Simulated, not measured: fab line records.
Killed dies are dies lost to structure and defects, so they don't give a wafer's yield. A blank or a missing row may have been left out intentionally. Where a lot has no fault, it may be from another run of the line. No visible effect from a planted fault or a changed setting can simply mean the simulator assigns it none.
Which tool was responsible? :: flow nand harc :: Sampling: 12 lots, 36 wafers, 5 of 1302 route steps

== WHAT THE GAUGES SHOWED, per wafer ==
NHARC_END_SORT_01.
lot: L577
measured: day 25 01:41
on: prober-02
killed at array: 18 20 16
killed at other: 1 1 1
killed at periphery: 0 2 2
killed dies: 19 23 19
killed open: 3 2 1
killed short: 1 1 1

lot: L580
measured: day 26 07:54
on: prober-02
killed at array: 49 43 52
killed at other: 3 1 2
killed at periphery: 2 4 6
killed dies: 54 48 60
killed open: 4 6 6
killed short: 4 4 3

lot: L586
measured: day 28 08:12
on: prober-02
killed at array: 671 672 666
killed at other: 0 0 0
killed at periphery: 6 5 11
killed dies: 677 677 677
killed open: 4 5 3
killed short: 3 1 2

lot: L588
measured: day 29 18:56
on: prober-01
killed at array: 669 668 665
killed at other: 3 1 3
killed at periphery: 5 8 9
killed dies: 677 677 677
killed open: 3 2 3
killed short: 1 3 3

lot: L591
measured: day 30 00:08
on: prober-02
killed at array: 40 52 43
killed at other: 0 1 0
killed at periphery: 4 6 4
killed dies: 44 59 47
killed open: 4 4 7
killed short: 2 5 2

lot: L593
measured: day 31 21:07
on: prober-01
killed at array: 64 64 87
killed at other: 0 0 0
killed at periphery: 7 2 8
killed dies: 71 66 95
killed open: 2 3 7
killed short: 2 0 6

lot: L595
measured: day 32 01:04
on: prober-02
killed at array: 31 20 35
killed at other: 0 0 1
killed at periphery: 2 3 8
killed dies: 33 23 44
killed open: 3 3 7
killed short: 1 2 4

== WHICH TOOL RAN EACH LOT (tool, then ch and the chambers of the sampled wafers, then the start) ==
lot: L576
NHARC_A_STAIRCASE_ETCH_201: rie diel-13 ch 0,1,2, day 16 01:52 or earlier
NHARC_A_STAIRCASE_STRIP_205: plasma asher-01 ch 0,1, day 16 01:52
NHARC_A_STAIRCASE_TRIM_222: rie diel-03 ch 1,2, day 16 04:11
NHARC_A_STAIRCASE_ETCH_225: rie diel-03 ch 1,2, no start

lot: L577
NHARC_A_STAIRCASE_ETCH_201: rie diel-13 ch 0,1,3, day 16 02:08 or earlier
NHARC_A_STAIRCASE_STRIP_205: plasma asher-01 ch 0,1, day 16 02:08
NHARC_A_STAIRCASE_TRIM_222: rie diel-11 ch 0,2,3, day 16 03:59
NHARC_A_STAIRCASE_ETCH_225: rie diel-11 ch 0,1,2, day 25 01:41 or earlier

lot: L580
NHARC_A_STAIRCASE_ETCH_201: rie diel-11 ch 1,3, day 17 16:37 or earlier
NHARC_A_STAIRCASE_STRIP_205: plasma asher-02 ch 0,1, day 17 16:37
NHARC_A_STAIRCASE_TRIM_222: rie diel-11 ch 0,1,2, day 17 18:54
NHARC_A_STAIRCASE_ETCH_225: rie diel-11 ch 1,3, day 26 07:54 or earlier

lot: L586
NHARC_A_STAIRCASE_ETCH_201: rie diel-13 ch 1,2,3, day 20 04:47 or earlier
NHARC_A_STAIRCASE_STRIP_205: plasma asher-02 ch 0,1, day 20 04:47
NHARC_A_STAIRCASE_TRIM_222: rie diel-11 ch 2,3, day 20 06:31
NHARC_A_STAIRCASE_ETCH_225: rie diel-11 ch 2,3, day 28 08:12 or earlier

lot: L588
NHARC_A_STAIRCASE_ETCH_201: rie diel-11 ch 0,1, day 21 06:40 or earlier
NHARC_A_STAIRCASE_STRIP_205: plasma asher-01 ch 0, day 21 06:40
NHARC_A_STAIRCASE_TRIM_222: rie diel-11 ch 0,2, day 21 08:25
NHARC_A_STAIRCASE_ETCH_225: rie diel-11 ch 1,2, day 29 18:56 or earlier

lot: L591
NHARC_A_STAIRCASE_ETCH_201: rie diel-03 ch 1,3, day 21 21:29 or earlier
NHARC_A_STAIRCASE_STRIP_205: plasma asher-01 ch 0,1, day 21 21:29
NHARC_A_STAIRCASE_TRIM_222: rie diel-03 ch 0,1,3, day 21 23:18
NHARC_A_STAIRCASE_ETCH_225: rie diel-03 ch 1,2,3, day 30 00:08 or earlier

lot: L593
NHARC_A_STAIRCASE_ETCH_201: rie diel-03 ch 0,2, day 23 07:46 or earlier
NHARC_A_STAIRCASE_STRIP_205: plasma asher-01 ch 0, day 23 07:46
NHARC_A_STAIRCASE_TRIM_222: rie diel-13 ch 1,2,3, day 23 09:33
NHARC_A_STAIRCASE_ETCH_225: rie diel-13 ch 0,1,3, day 31 21:07 or earlier

lot: L595
NHARC_A_STAIRCASE_ETCH_201: rie diel-03 ch 1,2,3, day 23 14:19 or earlier
NHARC_A_STAIRCASE_STRIP_205: plasma asher-01 ch 0,1, day 23 14:19
NHARC_A_STAIRCASE_TRIM_222: rie diel-03 ch 0,3, day 23 16:10
NHARC_A_STAIRCASE_ETCH_225: rie diel-03 ch 1,3, day 32 01:04 or earlier

lot: L596
NHARC_A_STAIRCASE_ETCH_201: rie diel-03 ch 0,1,3, day 24 02:06 or earlier
NHARC_A_STAIRCASE_STRIP_205: plasma asher-01 ch 0,1, day 24 02:06
NHARC_A_STAIRCASE_TRIM_222: rie diel-03 ch 0,3, day 24 03:52
NHARC_A_STAIRCASE_ETCH_225: rie diel-03 ch 0,2, no start

lot: L597
NHARC_A_STAIRCASE_ETCH_201: rie diel-03 ch 1,3, day 24 23:10 or earlier
NHARC_A_STAIRCASE_STRIP_205: plasma asher-01 ch 0,1, day 24 23:10
NHARC_A_STAIRCASE_TRIM_222: rie diel-03 ch 1,2,3, day 25 00:59
NHARC_A_STAIRCASE_ETCH_225: rie diel-03 ch 0,3, no start

lot: L598
NHARC_A_STAIRCASE_ETCH_201: rie diel-11 ch 1,2,3, day 25 07:29 or earlier
NHARC_A_STAIRCASE_STRIP_205: plasma asher-01 ch 0,1, day 25 07:29
NHARC_A_STAIRCASE_TRIM_222: rie diel-03 ch 0,1,3, day 25 09:25
NHARC_A_STAIRCASE_ETCH_225: rie diel-03 ch 0,2,3, no start

lot: L599
NHARC_A_STAIRCASE_ETCH_201: rie diel-11 ch 1,3, day 25 14:44 or earlier
NHARC_A_STAIRCASE_STRIP_205: plasma asher-02 ch 0,1, day 25 14:44
NHARC_A_STAIRCASE_TRIM_222: rie diel-03 ch 0,2,3, day 25 16:39
NHARC_A_STAIRCASE_ETCH_225: rie diel-03 ch 0,2,3, no start
- NHARC_A_STAIRCASE_ETCH_201: etches the open film in C4F8/O2, target depth 100 nm, time 40.5 s.
- NHARC_A_STAIRCASE_STRIP_205: strips in O2.
- NHARC_A_STAIRCASE_TRIM_222: chemistry O2, time 211.2 s.
- NHARC_A_STAIRCASE_ETCH_225: etches the open film in C4F8/O2, target depth 100 nm, time 40.5 s.

== AS READ BY THE TOOLS THEMSELVES (means over the sampled wafers that have a number; for cases with no such wafer, the mark the record gives instead) ==
NHARC_A_STAIRCASE_ETCH_201.
lot: L576
tool: rie diel-13
oes product au (a.u.): 0.935
rf vpp V (V): 893

lot: L577
tool: rie diel-13
oes product au (a.u.): 0.919
rf vpp V (V): 897

lot: L580
tool: rie diel-11
oes product au (a.u.): 0.930
rf vpp V (V): 900

lot: L586
tool: rie diel-13
oes product au (a.u.): 0.948
rf vpp V (V): 896

lot: L588
tool: rie diel-11
oes product au (a.u.): 0.927
rf vpp V (V): 901

lot: L591
tool: rie diel-03
oes product au (a.u.): 0.942
rf vpp V (V): 889

lot: L593
tool: rie diel-03
oes product au (a.u.): 0.935
rf vpp V (V): 893

lot: L595
tool: rie diel-03
oes product au (a.u.): 0.938
rf vpp V (V): 894

lot: L596
tool: rie diel-03
oes product au (a.u.): 0.943
rf vpp V (V): 892

lot: L597
tool: rie diel-03
oes product au (a.u.): 0.944
rf vpp V (V): 894

lot: L598
tool: rie diel-11
oes product au (a.u.): 0.944
rf vpp V (V): 895

lot: L599
tool: rie diel-11
oes product au (a.u.): 0.939
rf vpp V (V): 901

NHARC_A_STAIRCASE_STRIP_205.
lot: L576
tool: plasma asher-01
drypump motor current A (A): 5.1
heater power w (W): 329

lot: L577
tool: plasma asher-01
drypump motor current A (A): 5.2
heater power w (W): 331

lot: L580
tool: plasma asher-02
drypump motor current A (A): 6.0
heater power w (W): 276

lot: L586
tool: plasma asher-02
drypump motor current A (A): 6.0
heater power w (W): 276

lot: L588
tool: plasma asher-01
drypump motor current A (A): 4.8
heater power w (W): 324

lot: L591
tool: plasma asher-01
drypump motor current A (A): 5.5
heater power w (W): 324

lot: L593
tool: plasma asher-01
drypump motor current A (A): 4.8
heater power w (W): 322

lot: L595
tool: plasma asher-01
drypump motor current A (A): 5.5
heater power w (W): 328

lot: L596
tool: plasma asher-01
drypump motor current A (A): 5.2
heater power w (W): 325

lot: L597
tool: plasma asher-01
drypump motor current A (A): 5.1
heater power w (W): 330

lot: L598
tool: plasma asher-01
drypump motor current A (A): 5.5
heater power w (W): 329

lot: L599
tool: plasma asher-02
drypump motor current A (A): 6.1
heater power w (W): 305

NHARC_A_STAIRCASE_TRIM_222.
lot: L576
tool: rie diel-03
drypump motor current A (A): 5.1
oes product au (a.u.): 0.996
rf vpp V (V): 58.0
run length s (s): 232.6
showerhead plenum p Torr (Torr): 3.38
throttle valve pct (%): 17.045

lot: L577
tool: rie diel-11
drypump motor current A (A): 5.8
oes product au (a.u.): 1.015
rf vpp V (V): 57.3
run length s (s): 231.8
showerhead plenum p Torr (Torr): 3.66
throttle valve pct (%): 17.042

lot: L580
tool: rie diel-11
drypump motor current A (A): 5.9
oes product au (a.u.): 1.010
rf vpp V (V): 57.2
run length s (s): 232.6
showerhead plenum p Torr (Torr): 3.55
throttle valve pct (%): 17.040

lot: L586
tool: rie diel-11
drypump motor current A (A): 5.6
oes product au (a.u.): 1.000
rf vpp V (V): 58.2
run length s (s): 376.7
showerhead plenum p Torr (Torr): 3.52
throttle valve pct (%): 17.034

lot: L588
tool: rie diel-11
drypump motor current A (A): 5.5
oes product au (a.u.): 1.004
rf vpp V (V): 58.9
run length s (s): 376.8
showerhead plenum p Torr (Torr): 3.51
throttle valve pct (%): 17.040

lot: L591
tool: rie diel-03
drypump motor current A (A): 5.3
oes product au (a.u.): 0.994
rf vpp V (V): 58.3
run length s (s): 232.3
showerhead plenum p Torr (Torr): 3.42
throttle valve pct (%): 17.036

lot: L593
tool: rie diel-13
drypump motor current A (A): 5.2
oes product au (a.u.): 0.993
rf vpp V (V): 57.3
run length s (s): 232.7
showerhead plenum p Torr (Torr): 3.52
throttle valve pct (%): 17.039

lot: L595
tool: rie diel-03
drypump motor current A (A): 5.6
oes product au (a.u.): 1.004
rf vpp V (V): 57.0
run length s (s): 232.0
showerhead plenum p Torr (Torr): 3.44
throttle valve pct (%): 17.037

lot: L596
tool: rie diel-03
drypump motor current A (A): 5.7
oes product au (a.u.): 1.006
rf vpp V (V): 57.5
run length s (s): 232.1
showerhead plenum p Torr (Torr): 3.51
throttle valve pct (%): 17.035

lot: L597
tool: rie diel-03
drypump motor current A (A): 5.5
oes product au (a.u.): 0.997
rf vpp V (V): 58.0
run length s (s): 232.6
showerhead plenum p Torr (Torr): 3.47
throttle valve pct (%): 17.032

lot: L598
tool: rie diel-03
drypump motor current A (A): 5.4
oes product au (a.u.): 0.991
rf vpp V (V): 57.7
run length s (s): 232.3
showerhead plenum p Torr (Torr): 3.40
throttle valve pct (%): 17.041

lot: L599
tool: rie diel-03
drypump motor current A (A): 5.7
oes product au (a.u.): 0.991
rf vpp V (V): 57.2
run length s (s): 232.3
showerhead plenum p Torr (Torr): 3.49
throttle valve pct (%): 17.034

NHARC_A_STAIRCASE_ETCH_225.
lot: L576
tool: rie diel-03
oes product au (a.u.): 0.936
rf vpp V (V): 894

lot: L577
tool: rie diel-11
oes product au (a.u.): 0.949
rf vpp V (V): 897

lot: L580
tool: rie diel-11
oes product au (a.u.): 0.935
rf vpp V (V): 899

lot: L586
tool: rie diel-11
oes product au (a.u.): 0.937
rf vpp V (V): 896

lot: L588
tool: rie diel-11
oes product au (a.u.): 0.945
rf vpp V (V): 894

lot: L591
tool: rie diel-03
oes product au (a.u.): 0.946
rf vpp V (V): 892

lot: L593
tool: rie diel-13
oes product au (a.u.): 0.949
rf vpp V (V): 896

lot: L595
tool: rie diel-03
oes product au (a.u.): 0.955
rf vpp V (V): 891

lot: L596
tool: rie diel-03
oes product au (a.u.): 0.946
rf vpp V (V): 894

lot: L597
tool: rie diel-03
oes product au (a.u.): 0.944
rf vpp V (V): 893

lot: L598
tool: rie diel-03
oes product au (a.u.): 0.954
rf vpp V (V): 895

lot: L599
tool: rie diel-03
oes product au (a.u.): 0.943
rf vpp V (V): 895

== THE ANSWER, worked out from the rows above alone ==
Rule: the usual values come from the lots themselves. Put in order of their means at a reading, lots are off if they are a third of the lots or fewer, leave a main group of 4 or more, and stand apart from it by a gap of 3 or more times the standard deviation of the main group's means; of several such gaps the widest counts. Not used: any main group whose means are identical at the precision the tables above print for the reading. Also off: a lot with no number at a reading for which 4 or more lots have one. All remaining lots with rows at the step are treated as sound. First the gauges in route order, then the tools' own readings, where a lot's mean is used as printed above. At the first step where some lot is off, the reading lying furthest off is the one used; lots without a number count as furthest.
Off, at NHARC_END_SORT_01 on killed at array: L586, L588. Mean 42 and standard deviation 18 in the main group. Neither off nor sound, because the step has no rows for them: L576, L596, L597, L598, L599.
A tool fits if, at a process step before that reading, it ran every lot that is off, and no sound lot after the first of them. The gauges at NHARC_END_SORT_01 aren't tried: what is off there is off at NHARC_A_STAIRCASE_TRIM_222 too, on other tools, and a gauge's error can't cause that. NHARC_A_STAIRCASE_ETCH_201 gives no start for some lots, so the hours and the order of its lots are those of NHARC_A_STAIRCASE_STRIP_205. NHARC_A_STAIRCASE_ETCH_225 gives no start for some lots, so the hours and the order of its lots are those of NHARC_END_SORT_01. One candidate fits, namely rie diel-11 at NHARC_A_STAIRCASE_TRIM_222 and NHARC_A_STAIRCASE_ETCH_225. At NHARC_A_STAIRCASE_TRIM_222 its last sound lot is L580 (day 17 18:54), its first lot that is off L586 (day 20 06:31): a fault that began between those two fits.
The tool's own readings at NHARC_A_STAIRCASE_TRIM_222 bear it out: on the lots that are off they differ by more than 5 times the standard deviation of the sound lots' means. run length s reads 376.8 s there against 232.3 s on the sound lots.

== WHAT THE SIMULATOR HAD INSERTED ==
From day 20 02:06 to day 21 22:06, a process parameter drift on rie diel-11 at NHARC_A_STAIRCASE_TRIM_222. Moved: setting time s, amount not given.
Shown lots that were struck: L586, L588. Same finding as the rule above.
